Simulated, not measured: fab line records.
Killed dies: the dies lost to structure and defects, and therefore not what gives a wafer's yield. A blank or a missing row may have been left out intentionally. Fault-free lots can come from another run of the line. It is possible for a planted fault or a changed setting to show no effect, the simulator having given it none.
What tool caused it? || flow n5 finfet || Sampling: 22 lots, 66 wafers, 2 of 1938 route steps

## WHAT THE GAUGES READ, wafer by wafer
N5_HKMG_FIN_OVL_MEAS_13. Usual: NWFM_OVL typically reads 0.2 nm, with standard deviation 0.65.
{"lot": "L074", "measured": "day 4 05:13", "on": "overlay-02", "NWFM_OVL (nm)": "0.3 0.9 0.5", "flag": ""}
{"lot": "L075", "measured": "day 4 09:06", "on": "overlay-02", "NWFM_OVL (nm)": "0.1 0.5 0.5", "flag": ""}
{"lot": "L076", "measured": "day 4 16:43", "on": "overlay-01", "NWFM_OVL (nm)": "0.2 -0.1 1.0", "flag": ""}
{"lot": "L077", "measured": "day 4 23:29", "on": "overlay-01", "NWFM_OVL (nm)": "0.0 0.6 -1.1", "flag": ""}
{"lot": "L078", "measured": "day 5 01:16", "on": "overlay-02", "NWFM_OVL (nm)": "-0.2 0.4 0.5", "flag": ""}
{"lot": "L079", "measured": "day 5 13:56", "on": "overlay-02", "NWFM_OVL (nm)": "-0.5 -0.6 -0.1", "flag": ""}
{"lot": "L080", "measured": "day 5 18:12", "on": "overlay-01", "NWFM_OVL (nm)": "-1.0 0.4 0.8", "flag": ""}
{"lot": "L082", "measured": "day 6 06:11", "on": "overlay-02", "NWFM_OVL (nm)": "0.7 1.2 0.6", "flag": ""}
{"lot": "L083", "measured": "day 6 11:17", "on": "overlay-02", "NWFM_OVL (nm)": "-0.1 -0.3 0.9", "flag": ""}
{"lot": "L084", "measured": "day 6 18:57", "on": "overlay-01", "NWFM_OVL (nm)": "0.1 0.1 0.1", "flag": ""}
{"lot": "L085", "measured": "day 6 23:31", "on": "overlay-01", "NWFM_OVL (nm)": "-0.1 0.5 0.5", "flag": ""}
{"lot": "L086", "measured": "day 7 01:55", "on": "overlay-01", "NWFM_OVL (nm)": "-0.7 -0.4 0.5", "flag": ""}
{"lot": "L087", "measured": "day 7 11:28", "on": "overlay-01", "NWFM_OVL (nm)": "0.5 -0.2 -0.1", "flag": ""}
{"lot": "L088", "measured": "day 7 17:05", "on": "overlay-01", "NWFM_OVL (nm)": "0.2 -0.4 0.3", "flag": ""}
{"lot": "L089", "measured": "day 7 23:12", "on": "overlay-01", "NWFM_OVL (nm)": "-0.9 0.5 0.0", "flag": ""}
{"lot": "L090", "measured": "day 8 05:17", "on": "overlay-01", "NWFM_OVL (nm)": "0.8 1.0 -0.4", "flag": ""}
{"lot": "L091", "measured": "day 8 08:04", "on": "overlay-01", "NWFM_OVL (nm)": "0.4 -0.7 0.6", "flag": ""}
{"lot": "L092", "measured": "day 8 14:59", "on": "overlay-01", "NWFM_OVL (nm)": "0.2 -0.2 -0.5", "flag": ""}
{"lot": "L094", "measured": "day 9 04:26", "on": "overlay-02", "NWFM_OVL (nm)": "0.1 0.1 0.1", "flag": ""}
{"lot": "L095", "measured": "day 9 08:43", "on": "overlay-01", "NWFM_OVL (nm)": "1.1 -0.2 0.4", "flag": ""}
{"lot": "L096", "measured": "day 9 16:30", "on": "overlay-02", "NWFM_OVL (nm)": "-0.1 -0.7 -0.3", "flag": ""}
{"lot": "L097", "measured": "day 9 23:32", "on": "overlay-01", "NWFM_OVL (nm)": "1.5 0.9 0.7", "flag": ""}

## EACH LOT AND THE TOOL THAT RAN IT (in order: tool; ch and the chambers of the sampled wafers; start)
{"lot": "L074", "N5_HKMG_FIN_ALD_36": "ald metal-02 ch 1,2, day 4 04:02"}
{"lot": "L075", "N5_HKMG_FIN_ALD_36": "ald metal-01 ch 0,2,3, day 4 08:02"}
{"lot": "L076", "N5_HKMG_FIN_ALD_36": "ald metal-02 ch 0,1,2, day 4 15:39"}
{"lot": "L077", "N5_HKMG_FIN_ALD_36": "ald metal-01 ch 0,2, day 4 22:25"}
{"lot": "L078", "N5_HKMG_FIN_ALD_36": "ald metal-01 ch 0,2,3, day 5 00:05"}
{"lot": "L079", "N5_HKMG_FIN_ALD_36": "ald metal-01 ch 1,2,3, day 5 12:52"}
{"lot": "L080", "N5_HKMG_FIN_ALD_36": "ald metal-03 ch 2,3, day 5 17:01"}
{"lot": "L082", "N5_HKMG_FIN_ALD_36": "ald metal-02 ch 0,2,3, day 6 05:08"}
{"lot": "L083", "N5_HKMG_FIN_ALD_36": "ald metal-01 ch 0,1,3, day 6 10:14"}
{"lot": "L084", "N5_HKMG_FIN_ALD_36": "ald metal-01 ch 2,3, day 6 17:53"}
{"lot": "L085", "N5_HKMG_FIN_ALD_36": "ald metal-03 ch 2,3, day 6 22:13"}
{"lot": "L086", "N5_HKMG_FIN_ALD_36": "ald metal-03 ch 2,3, day 7 00:35"}
{"lot": "L087", "N5_HKMG_FIN_ALD_36": "ald metal-03 ch 2,3, day 7 10:09"}
{"lot": "L088", "N5_HKMG_FIN_ALD_36": "ald metal-03 ch 0,3, day 7 16:01"}
{"lot": "L089", "N5_HKMG_FIN_ALD_36": "ald metal-02 ch 0,2,3, day 7 22:01"}
{"lot": "L090", "N5_HKMG_FIN_ALD_36": "ald metal-02 ch 0,2,3, day 8 04:06"}
{"lot": "L091", "N5_HKMG_FIN_ALD_36": "ald metal-03 ch 0,1,2, day 8 06:53"}
{"lot": "L092", "N5_HKMG_FIN_ALD_36": "ald metal-01 ch 0,1,2, day 8 13:49"}
{"lot": "L094", "N5_HKMG_FIN_ALD_36": "ald metal-01 ch 1,2,3, day 9 03:16"}
{"lot": "L095", "N5_HKMG_FIN_ALD_36": "ald metal-02 ch 0,1,2, day 9 07:31"}
{"lot": "L096", "N5_HKMG_FIN_ALD_36": "ald metal-01 ch 0,1, day 9 15:18"}
{"lot": "L097", "N5_HKMG_FIN_ALD_36": "ald metal-03 ch 0,2,3, day 9 22:21"}
- N5_HKMG_FIN_ALD_36: deposits TiN, target thk 1 nm, pulse time 1 s, purge time 3 s.

## WHAT THE TOOLS THEMSELVES READ (means of the sampled wafers that have a number; where no wafer has one, the mark that the record gives instead)
N5_HKMG_FIN_ALD_36. Usual: heater power w 894 W, standard deviation 130; precursor pulse height rel 0.997, standard deviation 0.02.
{"lot": "L074", "tool": "ald metal-02", "heater power w (W)": 911, "precursor pulse height rel": 1.006, "flag": ""}
{"lot": "L075", "tool": "ald metal-01", "heater power w (W)": 876, "precursor pulse height rel": 0.991, "flag": ""}
{"lot": "L076", "tool": "ald metal-02", "heater power w (W)": 922, "precursor pulse height rel": 1.005, "flag": ""}
{"lot": "L077", "tool": "ald metal-01", "heater power w (W)": 942, "precursor pulse height rel": 1.005, "flag": ""}
{"lot": "L078", "tool": "ald metal-01", "heater power w (W)": 873, "precursor pulse height rel": 0.998, "flag": ""}
{"lot": "L079", "tool": "ald metal-01", "heater power w (W)": 980, "precursor pulse height rel": 1.007, "flag": ""}
{"lot": "L080", "tool": "ald metal-03", "heater power w (W)": 783, "precursor pulse height rel": 0.993, "flag": ""}
{"lot": "L082", "tool": "ald metal-02", "heater power w (W)": 887, "precursor pulse height rel": 0.961, "flag": ""}
{"lot": "L083", "tool": "ald metal-01", "heater power w (W)": 923, "precursor pulse height rel": 1.006, "flag": ""}
{"lot": "L084", "tool": "ald metal-01", "heater power w (W)": 876, "precursor pulse height rel": 1.002, "flag": ""}
{"lot": "L085", "tool": "ald metal-03", "heater power w (W)": 754, "precursor pulse height rel": 1.002, "flag": ""}
{"lot": "L086", "tool": "ald metal-03", "heater power w (W)": 753, "precursor pulse height rel": 1.000, "flag": ""}
{"lot": "L087", "tool": "ald metal-03", "heater power w (W)": 783, "precursor pulse height rel": 0.982, "flag": ""}
{"lot": "L088", "tool": "ald metal-03", "heater power w (W)": 991, "precursor pulse height rel": 0.998, "flag": ""}
{"lot": "L089", "tool": "ald metal-02", "heater power w (W)": 877, "precursor pulse height rel": 0.984, "flag": ""}
{"lot": "L090", "tool": "ald metal-02", "heater power w (W)": 881, "precursor pulse height rel": 0.993, "flag": ""}
{"lot": "L091", "tool": "ald metal-03", "heater power w (W)": 871, "precursor pulse height rel": 1.004, "flag": ""}
{"lot": "L092", "tool": "ald metal-01", "heater power w (W)": 993, "precursor pulse height rel": 0.995, "flag": ""}
{"lot": "L094", "tool": "ald metal-01", "heater power w (W)": 980, "precursor pulse height rel": 0.996, "flag": ""}
{"lot": "L095", "tool": "ald metal-02", "heater power w (W)": 910, "precursor pulse height rel": 1.012, "flag": ""}
{"lot": "L096", "tool": "ald metal-01", "heater power w (W)": 1037, "precursor pulse height rel": 0.998, "flag": ""}
{"lot": "L097", "tool": "ald metal-03", "heater power w (W)": 865, "precursor pulse height rel": 0.986, "flag": ""}

## THE ANSWER, worked out from the rows above alone
Rule: take the mean of a lot's wafers that have a number; if it is more than 3 standard deviations from the usual mean, the lot is off. A lot without any number at a reading at which 4 lots or more have one is off too. Where the step has rows for the other lots, those lots are counted as sound. After the gauges, taken in route order, come the tools' own readings; for these a lot's mean is taken, as printed above. At the first step where some lot is off, the reading lying furthest off is the one used; lots without a number count as furthest.
No lot is off on any of the readings shown, so nothing can be concluded from this.

## WHAT THE SIMULATOR PUT IN
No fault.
